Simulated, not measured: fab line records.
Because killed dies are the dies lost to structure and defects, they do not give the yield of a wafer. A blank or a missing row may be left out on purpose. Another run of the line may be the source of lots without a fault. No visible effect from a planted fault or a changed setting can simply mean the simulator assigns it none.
fab line records | flow n5_finfet
[record] lots = 11 | wafers = 31 | last_day = 18
route steps=1938 shown BEOL_M6@1261 BEOL_M7@1276 PASSIVATION@1936
lots untouched by any fault: they come from a run of this same line in which no faults occurred
start_h: start of the lot's first displayed wafer, in hours after the record's first day | wait_h: hours from the lot's prior step to this one | " repeats the value in the row above | L1.1+2: a single row standing in for several wafers | - value missing, or start not given | * or withheld: withheld | < > ~ a bound
route shown NAME@n: names a module that has steps shown in the file, with the first one's number in the route | usual: mean and standard deviation over wafers with no fault | same: alike in all rows | chamber/n: place in a boat | sites: each site's reading | _std_site: the values' standard deviation | _edge_site: mean of outer sites minus mean of inner sites | radius_mm: how far each site lies from the wafer's centre | mask NAME#n: copy n | behind: the tool/chamber that last shaped the wafer | hold: what put the lot on hold/how long, in hours/how the hold closed | device: which transistor (n, p or np) failed to switch | end of line: the route-end tests of the same wafers | a step given without rows: its recipe and nothing more | killed: the dies lost at the first sort to structure and to defects; this is not the yield of the wafer | map: shows each die of a wafer: x if killed, . if not, _ if none is there
set.NAME: setting as actually run; set.NAME@STEP: the setting as run at that earlier step | model.NAME: the simulator's own value behind a step, which no gauge read
the route's steps for a sample of lots (tables are steps, rows are wafers)
services: a tool's chamber out of use, with start hour (start_h, from the record's first day; less than 0 if before it), hours out, and reason
[[steps]]
[step N5_BEOL_M6_RS_MEAS_57]
[recipe] thk_meas_gauge = four-point-probe | reads = Cu_of_BEOL_M6_ECD_50+Co_of_BEOL_M6_CVD_78+TaN_of_BEOL_M6_ALD_77
[usual] M6_RS = 0.284/0.0083
lot.wafer | tool          | chamber | start_h | wait_h | M6_RS[ohm/sq]
L100.1    | film_metro-02 | -       | 183.74  | 0.1    | 0.281
L100.5    | "             | -       | "       | "      | 0.284
L102.1    | film_metro-01 | -       | 186.72  | 0.1    | 0.306
L102.3    | "             | -       | "       | "      | 0.278
L102.5    | "             | -       | "       | "      | 0.284
L106.1    | film_metro-02 | -       | 218.96  | 0.1    | 0.274
L106.2    | "             | -       | "       | "      | 0.278
L106.3    | "             | -       | "       | "      | 0.282
L107.3    | film_metro-02 | -       | 231.29  | 0.1    | 0.287
L107.5    | "             | -       | "       | "      | 0.291
L112.2    | film_metro-02 | -       | 259.94  | 0.1    | 0.283
L112.3    | "             | -       | "       | "      | 0.280
L112.6    | "             | -       | "       | "      | 0.289
L113.1    | film_metro-02 | -       | 269.93  | 0.1    | 0.284
L113.3    | "             | -       | "       | "      | 0.281
L113.5    | "             | -       | "       | "      | 0.283
L116.3    | film_metro-02 | -       | 281.46  | 0.1    | 0.275
L116.4    | "             | -       | "       | "      | 0.275
L116.5    | "             | -       | "       | "      | 0.296
L117.1    | film_metro-01 | -       | 281.74  | 0.1    | 0.284
L117.3    | "             | -       | "       | "      | 0.294
L117.5    | "             | -       | "       | "      | 0.297
L120.1    | film_metro-02 | -       | 312.62  | 0.1    | 0.287
L120.5    | "             | -       | "       | "      | 0.279
L120.6    | "             | -       | "       | "      | 0.278
L119.2    | film_metro-02 | -       | 313.42  | 0.1    | 0.283
L119.4    | "             | -       | "       | "      | 0.284
L119.6    | "             | -       | "       | "      | 0.285
L121.1    | film_metro-02 | -       | 339.76  | 0.1    | 0.275
L121.5    | "             | -       | "       | "      | 0.282
L121.6    | "             | -       | "       | "      | 0.283
[step N5_BEOL_M7_CD_MEAS_11]
[recipe] target_cd_nm = 38.5 | landing_energy_ev = 500 | detector = se_inlens | polarity = opening
[usual] cd_nm = 38.4/0.57
lot.wafer | tool      | chamber | start_h | wait_h | cd_nm
L100.1    | cd_sem-03 | 0       | 185.24  | -      | 38.9
L100.5    | "         | 0       | "       | "      | 38.4
L102.1    | cd_sem-03 | 0       | 187.96  | -      | 39.0
L102.3    | "         | 0       | "       | "      | 38.5
L102.5    | "         | 0       | "       | "      | 38.6
L106.1    | cd_sem-03 | 0       | 221.72  | -      | 39.2
L106.2    | "         | 0       | "       | "      | 38.2
L106.3    | "         | 0       | "       | "      | 39.2
L107.3    | cd_sem-03 | 0       | 234.73  | -      | 38.1
L107.5    | "         | 0       | "       | "      | 36.9
L112.2    | cd_sem-03 | 0       | 264.89  | -      | 37.3
L112.3    | "         | 0       | "       | "      | 37.6
L112.6    | "         | 0       | "       | "      | 37.3
L113.1    | cd_sem-03 | 0       | 271.73  | -      | 39.0
L113.3    | "         | 0       | "       | "      | 38.2
L113.5    | "         | 0       | "       | "      | 38.0
L116.3    | cd_sem-01 | 0       | 283.37  | -      | 38.2
L116.4    | "         | 0       | "       | "      | 38.1
L116.5    | "         | 0       | "       | "      | 37.4
L117.1    | cd_sem-02 | 0       | 283.58  | -      | 37.9
L117.3    | "         | 0       | "       | "      | 38.3
L117.5    | "         | 0       | "       | "      | 36.8
L120.1    | cd_sem-03 | 0       | 314.33  | -      | 39.3
L120.5    | "         | 0       | "       | "      | 37.9
L120.6    | "         | 0       | "       | "      | 38.7
L119.2    | cd_sem-01 | 0       | 316.67  | -      | 38.1
L119.4    | "         | 0       | "       | "      | 38.7
L119.6    | "         | 0       | "       | "      | 39.7
L121.1    | cd_sem-01 | 0       | 342.00  | -      | 37.8
L121.5    | "         | 0       | "       | "      | 38.1
L121.6    | "         | 0       | "       | "      | 38.0
[step N5_BEOL_M7_ETCH_61]
[recipe] chemistry = CF4 | target = SiARC | target_depth_a = 455 | mask_material = CAR-ArF | time_s = 75.8 | ion_energy_ev = 80 | pressure_mtorr = 40 | source_w = 545 | bias_w = 36 | Ar_flow_sccm = 100 | cf4_flow_sccm = 100 | ends = cleared
[usual] drypump_motor_current_A = 5.8/0.31 | etch_rf_on_time_s = 75.7/1.5 | mfc_ar_sccm = 99.99/0.26 | oes_product_au = 0.68/0.065 | rf_vpp_V = 184.4/1.2 | showerhead_plenum_p_Torr = 2.17/0.074 | throttle_valve_pct = 15.57/0.27
lot.wafer | tool        | chamber | start_h | wait_h | drypump_motor_current_A | etch_rf_on_time_s | mfc_ar_sccm | oes_product_au | rf_hours_counter_h | rf_vpp_V | showerhead_plenum_p_Torr | throttle_valve_pct
L100.1    | rie_diel-05 | 3       | 185.36  | 0.0    | 6.1                     | 75.6              | 100.05      | 0.72           | 66                 | 185.2    | 2.24                     | 15.52
L100.5    | "           | 2       | "       | "      | 6.3                     | 75.7              | 100.43      | 0.65           | -                  | 186.5    | 2.23                     | 15.97
L102.1    | rie_diel-04 | 2       | 188.08  | 0.0    | 6.1                     | 78.1              | 100.06      | 0.65           | 156                | 185.2    | 2.22                     | 15.26
L102.3    | "           | 0       | "       | "      | 5.9                     | 73.7              | 99.99       | 0.64           | 166                | 184.7    | 2.23                     | 15.64
L102.5    | "           | 0       | "       | "      | 5.9                     | 74.5              | 99.54       | 0.63           | -                  | 184.2    | 2.23                     | 15.65
L106.1    | rie_diel-04 | 0       | 222.22  | 0.0    | 5.9                     | 75.0              | 100.40      | 0.62           | 179                | 184.1    | 2.22                     | 15.67
L106.2    | "           | 3       | "       | "      | 5.5                     | 77.4              | 100.36      | 0.63           | 167                | 182.3    | 1.97                     | 15.56
L106.3    | "           | 1       | "       | "      | 5.6                     | 74.9              | 99.84       | 0.81           | 3                  | 185.3    | 2.10                     | 15.04
L107.3    | rie_diel-03 | 3       | 234.85  | 0.0    | 5.8                     | 76.6              | 100.20      | 0.76           | 38                 | 185.4    | 2.18                     | 15.56
L107.5    | "           | 3       | "       | "      | 5.8                     | 76.6              | 100.76      | 0.76           | -                  | 182.8    | 2.18                     | 15.57
L112.2    | rie_diel-05 | 0       | 265.02  | 0.0    | 6.1                     | 76.1              | 100.11      | 0.63           | 191                | 185.4    | 2.21                     | 15.57
L112.3    | "           | 1       | "       | "      | 5.8                     | 76.1              | 100.10      | 0.71           | 74                 | 185.7    | 2.17                     | 15.54
L112.6    | "           | 0       | "       | "      | 6.1                     | 75.3              | 100.19      | 0.63           | -                  | 184.5    | 2.21                     | 15.56
L113.1    | rie_diel-04 | 0       | 271.86  | 0.0    | 5.9                     | 76.1              | 100.24      | 0.61           | 193                | 186.2    | 2.22                     | 15.70
L113.3    | "           | 3       | "       | "      | 5.5                     | 77.9              | 99.58       | 0.60           | 181                | 181.6    | 1.97                     | 15.55
L113.5    | "           | 1       | "       | "      | 5.7                     | 75.8              | 100.38      | 0.76           | -                  | 184.5    | 2.09                     | 15.07
L116.3    | rie_diel-04 | 1       | 283.50  | 0.0    | 5.7                     | 74.0              | 100.14      | 0.78           | 20                 | 184.5    | 2.09                     | 15.07
L116.4    | "           | 3       | "       | "      | 5.5                     | 76.9              | 100.44      | 0.61           | 185                | 181.9    | 1.96                     | 15.58
L116.5    | "           | 1       | "       | "      | 5.7                     | 74.3              | 99.81       | 0.78           | -                  | 183.7    | 2.09                     | 15.08
L117.1    | rie_diel-03 | 0       | 283.71  | 0.0    | 5.2                     | 72.2              | 100.17      | 0.76           | 44                 | 184.3    | 2.17                     | 15.38
L117.3    | "           | 2       | "       | "      | 5.4                     | 74.5              | 99.95       | 0.65           | 139                | 184.5    | 2.15                     | 15.66
L117.5    | "           | 2       | "       | "      | 5.4                     | 74.6              | 100.18      | 0.65           | -                  | 182.3    | 2.15                     | 15.65
L120.1    | rie_diel-03 | 0       | 314.46  | 0.0    | 5.2                     | 72.6              | 100.03      | 0.75           | 51                 | 184.6    | 2.17                     | 15.38
L120.5    | "           | 3       | "       | "      | 5.8                     | 75.8              | 99.70       | 0.73           | -                  | 183.8    | 2.17                     | 15.61
L120.6    | "           | 2       | "       | "      | 5.4                     | 74.6              | 99.93       | 0.64           | -                  | 186.4    | 2.14                     | 15.67
L119.2    | rie_diel-05 | 3       | 316.79  | 0.0    | 6.1                     | 75.2              | 100.30      | 0.69           | 106                | 184.3    | 2.23                     | 15.58
L119.4    | "           | 2       | "       | "      | 6.3                     | 76.5              | 99.97       | 0.62           | 189                | 183.9    | 2.22                     | 16.03
L119.6    | "           | 2       | "       | "      | 6.3                     | 76.2              | 100.00      | 0.62           | -                  | 184.0    | 2.22                     | 16.04
L121.1    | rie_diel-03 | 3       | 342.12  | 0.0    | 5.8                     | 76.3              | 100.37      | 0.72           | 66                 | 184.7    | 2.17                     | 15.62
L121.5    | "           | 2       | "       | "      | 5.4                     | 74.0              | 99.68       | 0.64           | -                  | 185.0    | 2.14                     | 15.69
L121.6    | "           | 3       | "       | "      | 5.8                     | 75.7              | 100.13      | 0.73           | -                  | 183.9    | 2.17                     | 15.63
[step N5_BEOL_M7_STRIP_19]
[recipe] chemistry = O2 | power_w = 400 | temp_c = 40 | pressure_mtorr = 30 | rf_frequency_hz = 6e+07 | bias_power_w = 0 | overash_fraction = 0.2 | o2_flow_sccm = 225
[usual] chamber_pressure_mTorr = 30.00/0.034 | drypump_motor_current_A = 5.76/0.29 | oes_product_au = 0.79/0.074 | rf_vpp_V = 3.7/0.6 | showerhead_plenum_p_Torr = 2.11/0.079 | throttle_valve_pct = 16.61/0.25
[same] overash_fraction = 0.2
lot.wafer | tool        | chamber | start_h | wait_h | chamber_pressure_mTorr | drypump_motor_current_A | oes_product_au | rf_hours_counter_h | rf_vpp_V | showerhead_plenum_p_Torr | throttle_valve_pct
L100.1    | rie_diel-04 | 1       | 185.72  | 0.1    | 29.99                  | 5.66                    | 0.67           | 250                | 3.9      | 2.06                     | 16.56
L100.5    | "           | 2       | "       | "      | 30.03                  | 6.10                    | 0.78           | -                  | 2.6      | 2.17                     | 16.25
L102.1    | rie_diel-05 | 1       | 188.43  | 0.1    | 30.00                  | 5.75                    | 0.87           | 49                 | 4.5      | 2.12                     | 16.46
L102.3    | "           | 0       | "       | "      | 30.01                  | 6.06                    | 0.75           | 167                | 3.2      | 2.17                     | 16.54
L102.5    | "           | 0       | "       | "      | 30.04                  | 6.07                    | 0.76           | -                  | 3.8      | 2.17                     | 16.54
L106.1    | rie_diel-03 | 2       | 222.57  | 0.1    | 29.99                  | 5.39                    | 0.78           | 121                | 3.0      | 2.11                     | 16.68
L106.2    | "           | 0       | "       | "      | 30.03                  | 5.17                    | 0.91           | 27                 | 4.2      | 2.15                     | 16.47
L106.3    | "           | 1       | "       | "      | 29.97                  | 5.90                    | 0.71           | 207                | 3.0      | 2.16                     | 17.10
L107.3    | rie_diel-03 | 1       | 235.20  | 0.1    | 29.97                  | 5.90                    | 0.71           | 210                | 3.4      | 2.16                     | 17.10
L107.5    | "           | 3       | "       | "      | 30.03                  | 5.76                    | 0.87           | -                  | 4.1      | 2.12                     | 16.58
L112.2    | rie_diel-04 | 2       | 265.37  | 0.1    | 29.98                  | 6.10                    | 0.76           | 180                | 3.0      | 2.16                     | 16.30
L112.3    | "           | 0       | "       | "      | 29.99                  | 5.85                    | 0.73           | 191                | 3.7      | 2.18                     | 16.75
L112.6    | "           | 3       | "       | "      | 30.00                  | 5.50                    | 0.73           | -                  | 3.1      | 1.93                     | 16.74
L113.1    | rie_diel-04 | 0       | 272.21  | 0.1    | 21.00                  | 5.85                    | 0.72           | 193                | 4.5      | 2.18                     | 16.77
L113.3    | "           | 3       | "       | "      | 20.97                  | 5.52                    | 0.72           | 181                | 3.5      | 1.93                     | 16.73
L113.5    | "           | 2       | "       | "      | 20.95                  | 6.06                    | 0.74           | -                  | 3.5      | 2.16                     | 16.29
L116.3    | rie_diel-04 | 3       | 283.91  | 0.1    | 20.98                  | 5.47                    | 0.72           | 185                | 3.8      | 1.93                     | 16.73
L116.4    | "           | 1       | "       | "      | 21.01                  | 5.63                    | 0.92           | 20                 | 2.8      | 2.06                     | 16.20
L116.5    | "           | 1       | "       | "      | 20.99                  | 5.66                    | 0.91           | -                  | 3.4      | 2.06                     | 16.18
L117.1    | rie_diel-03 | 2       | 284.06  | 0.1    | 29.96                  | 5.39                    | 0.75           | 139                | 3.2      | 2.10                     | 16.72
L117.3    | "           | 0       | "       | "      | 30.00                  | 5.19                    | 0.88           | 44                 | 4.7      | 2.14                     | 16.53
L117.5    | "           | 2       | "       | "      | 30.05                  | 5.35                    | 0.76           | -                  | 3.2      | 2.10                     | 16.72
L120.1    | rie_diel-03 | 2       | 314.81  | 0.1    | 29.95                  | 5.44                    | 0.75           | 146                | 4.5      | 2.10                     | 16.74
L120.5    | "           | 1       | "       | "      | 29.97                  | 5.88                    | 0.68           | -                  | 3.0      | 2.16                     | 17.11
L120.6    | "           | 0       | "       | "      | 29.98                  | 5.15                    | 0.86           | -                  | 3.4      | 2.14                     | 16.54
L119.2    | rie_diel-03 | 0       | 317.24  | 0.1    | 30.01                  | 5.16                    | 0.87           | 52                 | 3.6      | 2.14                     | 16.54
L119.4    | "           | 3       | "       | "      | 29.99                  | 5.79                    | 0.85           | 61                 | 3.7      | 2.12                     | 16.62
L119.6    | "           | 2       | "       | "      | 29.99                  | 5.42                    | 0.76           | -                  | 3.6      | 2.10                     | 16.74
L121.1    | rie_diel-03 | 1       | 342.48  | 0.1    | 30.03                  | 5.91                    | 0.68           | 240                | 4.9      | 2.15                     | 17.16
L121.5    | "           | 2       | "       | "      | 30.00                  | 5.43                    | 0.74           | -                  | 3.8      | 2.09                     | 16.76
L121.6    | "           | 3       | "       | "      | 29.98                  | 5.79                    | 0.83           | -                  | 4.0      | 2.11                     | 16.63
[step N5_PASSIVATION_PROBE_49]
[usual] defect_limited_yield = 91.4/1.5 | killed_at_M0_to_M3 = 33/9.8 | killed_at_M4_up = 14/5.5 | killed_at_contacts = 12/6.5 | killed_at_front_end = 38/11 | killed_at_other = 3/3.1 | killed_dies = 101/17 | killed_open = 66/13 | killed_short = 32/7.5 | sort_bin_5_function = 5.0/1 | sort_bin_6_memory = 3.2/0.69 | sort_bin_8_speed = 0.00/0.0072 | sort_n_pass = 1079/17 | sort_yield_pct = 91.4/1.5
[same] gross_dies = 1180 | killed_at_back_side = 0 | sort_bin_4_leakage[%] = 0
lot.wafer | tool      | chamber | start_h | wait_h | defect_limited_yield[%] | killed_at_M0_to_M3 | killed_at_M4_up | killed_at_contacts | killed_at_front_end | killed_at_other | killed_dies | killed_open | killed_short | sort_bin_5_function[%] | sort_bin_6_memory[%] | sort_bin_8_speed[%] | sort_n_pass | sort_yield_pct[%]
L117.1    | prober-01 | -       | 367.30  | 0.0    | 90.8                    | 42                 | 21              | 6                  | 34                  | 5               | 108         | 69          | 31           | 5.4                    | 2.9                  | 0                   | 1072        | 90.8
L117.3    | prober-01 | -       | 367.40  | 0.1    | 89.8                    | 53                 | 12              | 4                  | 48                  | 3               | 120         | 84          | 36           | 5.4                    | 4.4                  | 0                   | 1060        | 89.8
L117.5    | prober-01 | -       | 367.50  | 0.2    | 90.7                    | 37                 | 8               | 6                  | 57                  | 2               | 110         | 71          | 39           | 5.3                    | 3.6                  | 0                   | 1070        | 90.7
L121.1    | prober-01 | -       | 421.86  | 0.0    | 89.3                    | 39                 | 21              | 28                 | 34                  | 4               | 126         | 76          | 45           | 6.5                    | 3.8                  | 0                   | 1054        | 89.3
L121.5    | prober-01 | -       | 422.06  | 0.2    | 90.9                    | 22                 | 23              | 27                 | 29                  | 6               | 107         | 70          | 32           | 5.8                    | 3.0                  | 0                   | 1073        | 90.9
L121.6    | prober-01 | -       | 422.11  | 0.3    | 93.1                    | 30                 | 9               | 13                 | 30                  | 0               | 82          | 54          | 28           | 4.4                    | 2.5                  | 0                   | 1098        | 93.1
// killed by level:class
L117.1 BEOL_M3:geometric_particle:open=20 HKMG_FIN:area_etch=8 BEOL_M5:geometric_particle:open=7 STI_FIN_REVEAL:geometric_particle:open=6 BEOL_M1:geometric_particle:open=6 MOL_CONTACT_COAG:geometric_particle:open=5 BEOL_M7:geometric_particle:open=4 BEOL_M3:geometric_particle:short=4
L117.3 STI_FIN_REVEAL:geometric_particle:open=20 BEOL_M2:geometric_particle:open=15 BEOL_M3:geometric_particle:open=15 STARTING-WAFER:geometric_particle:short=7 BEOL_M0_SAQP:geometric_particle:open=7 BEOL_M5:geometric_particle:open=7 DUMMY_GATE:geometric_particle:open=5 BEOL_M0_SAQP:geometric_particle:short=5
L117.5 STI_FIN_REVEAL:geometric_particle:open=18 BEOL_M3:geometric_particle:open=12 BEOL_M0_SAQP:geometric_particle:short=8 FIN_SAQP:geometric_particle:open=7 FIN_SAQP:geometric_particle:short=6 BEOL_M0_SAQP:geometric_particle:open=6 STARTING-WAFER:geometric_particle:open=6 STARTING-WAFER:geometric_particle:short=5
L121.1 MOL_CONTACT_COAG:geometric_particle:open=19 BEOL_M0_SAQP:geometric_particle:short=12 MOL_CONTACT_COAG:geometric_particle:short=9 BEOL_M4:geometric_particle:open=8 STI_FIN_REVEAL:geometric_particle:open=7 FIN_SAQP:geometric_particle:short=6 FIN_SAQP:geometric_particle:open=6 BEOL_M2:geometric_particle:open=6
L121.5 MOL_CONTACT_COAG:geometric_particle:open=22 FIN_SAQP:geometric_particle:open=6 BEOL_M4:geometric_particle:open=6 GATE_CUT:geometric_particle:short=5 MOL_CONTACT_COAG:geometric_particle:short=5 BEOL_M0_SAQP:geometric_particle:short=5 BEOL_M5:geometric_particle:open=4 BEOL_M2:geometric_particle:open=4
L121.6 MOL_CONTACT_COAG:geometric_particle:open=11 BEOL_M0_SAQP:geometric_particle:short=11 FIN_SAQP:geometric_particle:open=10 BEOL_M0_SAQP:geometric_particle:open=7 FIN_SAQP:geometric_particle:short=4 BEOL_M4:geometric_particle:open=4 BEOL_M1:geometric_particle:open=4 STI_FIN_REVEAL:geometric_particle:open=3
[[services]]
tool        | chamber | start_h | hours | kind
rie_diel-05 | 1       | 162.56  | 1.5   | repair
rie_diel-04 | 1       | 187.05  | -     | clean
rie_diel-04 | 1       | 187.05  | -     | consumable_replace:focus_ring
rie_diel-04 | 1       | 187.05  | 25.7  | scheduled_down
rie_diel-04 | 1       | 187.05  | 25.7  | vent_cycle
rie_diel-04 | -       | 193.45  | 0.5   | repair
rie_diel-05 | 2       | 195.74  | 11.3  | repair
rie_diel-04 | 2       | 272.67  | 4.3   | repair
rie_diel-05 | 0       | 282.06  | 8.2   | repair
rie_diel-05 | 1       | 297.76  | 7.1   | repair
rie_diel-03 | 3       | 329.38  | 6.4   | repair
[[key]]
[first_sign] step = N5_BEOL_M7_STRIP_19 | reading = chamber_pressure_mTorr | direction = down | sigmas = 99+ | usual = * | struck = *
effect none on later readings
met_at N5_BEOL_M7_STRIP_19
struck_lots L113,L116
not_acting_at N5_BEOL_M6_RS_MEAS_57,N5_BEOL_M7_CD_MEAS_11,N5_BEOL_M7_ETCH_61
onset_between 265.37 272.21
[fault] kind = process_parameter_drift | tool = rie_diel-04 | chamber = - | onset_h = 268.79 | steps = N5_BEOL_M7_STRIP_19 | channel = pressure_mtorr | offset = * | shape = step | end_h = 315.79 | acts_in = * | stated = *
